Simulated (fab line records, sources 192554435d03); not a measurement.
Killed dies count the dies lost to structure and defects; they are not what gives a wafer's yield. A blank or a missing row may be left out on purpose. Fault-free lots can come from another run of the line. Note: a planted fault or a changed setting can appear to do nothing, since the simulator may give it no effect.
Split-lot trial ; flow n5Finfet ; 21 wafers read across 7 lots, on a route 1938 steps long

== ON THE SPLIT ==
At N5_MIM_BOT_ETCH_ETCH_04 (etches SiNx in CF4/O2, target depth 26 nm, time 13 s), the setting timeS was moved away from the recipe's 13 s on 6 of the 21 wafers read, by -14.5% to +16.8%. All remaining wafers had this setting at the recipe value.

The split's own step is where the reading is taken.

== THE READING ==
etch.depthNm (the simulator's own value, which no gauge read), in nm, at N5_MIM_BOT_ETCH_ETCH_04 (etches SiNx in CF4/O2, target depth 26 nm, time 13 s). There is no usual value for it anywhere in the file. Average 26.93 nm, standard deviation 0.61 nm, over the 15 wafers here run with the recipe.

wafer;tool, chamber at the split;timeS as run, s;against the recipe;etch.depthNm, nm;against lot-mates on the recipe
L076.1;rieDiel-03, 0;13;recipe;27.02;-
L076.4;rieDiel-03, 1;13;recipe;27.36;-
L076.6;rieDiel-03, 1;13;recipe;27.26;-
L077.2;rieDiel-02, 1;13;recipe;26.44;-
L077.3;rieDiel-02, 3;13;recipe;26.04;-
L077.6;rieDiel-02, 3;13;recipe;25.86;-
L082.1;rieDiel-03, 3;15.18;+16.8%;30.85;+3.66
L082.4;rieDiel-03, 1;13;recipe;27.77;-
L082.5;rieDiel-03, 3;13;recipe;26.62;-
L086.2;rieDiel-02, 0;13.76;+5.8%;28.1;no lot-mate on the recipe
L086.3;rieDiel-02, 2;13.76;+5.8%;27.83;no lot-mate on the recipe
L086.6;rieDiel-02, 0;13.76;+5.8%;28.12;no lot-mate on the recipe
L093.1;rieDiel-03, 0;11.12;-14.5%;23.36;-4.43
L093.2;rieDiel-03, 1;13;recipe;27.76;-
L093.6;rieDiel-03, 1;13;recipe;27.81;-
L094.1;rieDiel-03, 3;13;recipe;26.75;-
L094.3;rieDiel-03, 0;13;recipe;27.21;-
L094.6;rieDiel-03, 0;13;recipe;27.22;-
L097.2;rieDiel-02, 1;13;recipe;26.59;-
L097.3;rieDiel-02, 3;14;+7.7%;28.46;+2.05
L097.5;rieDiel-02, 3;13;recipe;26.24;-

FIT RESULTS
A straight line over all 21 wafers: etch.depthNm changes by +0.23 nm for each +1% of timeS; r = +0.92; the points scatter about the line by 0.55 nm.
The same after taking each lot's own level away (the mean of its wafers on the recipe; 18 wafers): +0.258 nm for each +1%; r = +0.97; scatter 0.35 nm.
The reading moves by 4.3 nm for the largest change in timeS, on that fit.
Measured against the standard deviation above, the lots' own levels, which go from 26.113 to 27.785 nm, span 2.8 times it.
Thus the slope moves with the lot-to-lot level: the two fits are different.
Check: +4.95 nm against its lot-mates is what the line predicts for one of the wafers moved furthest among these (+16.8%) when that wafer is left out of the fit. It came out at +3.66 nm against them.

== THESE WAFERS: OTHER SPLITS ==
Note: prior to the reading, these wafers also went through further splits. Each is held against what the fit with the lots' levels taken away leaves over:
other split on the same wafers;wafers away from the commonest value;r with etch.depthNm (lot level and that fit taken away)
N5_BEOL_M15_ILD_DEP_00 timeS;8;+0.11

== THE FILE'S OWN FIT ==
etch.depthNm changes by +0.257 nm for each +1% of timeS, r = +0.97.
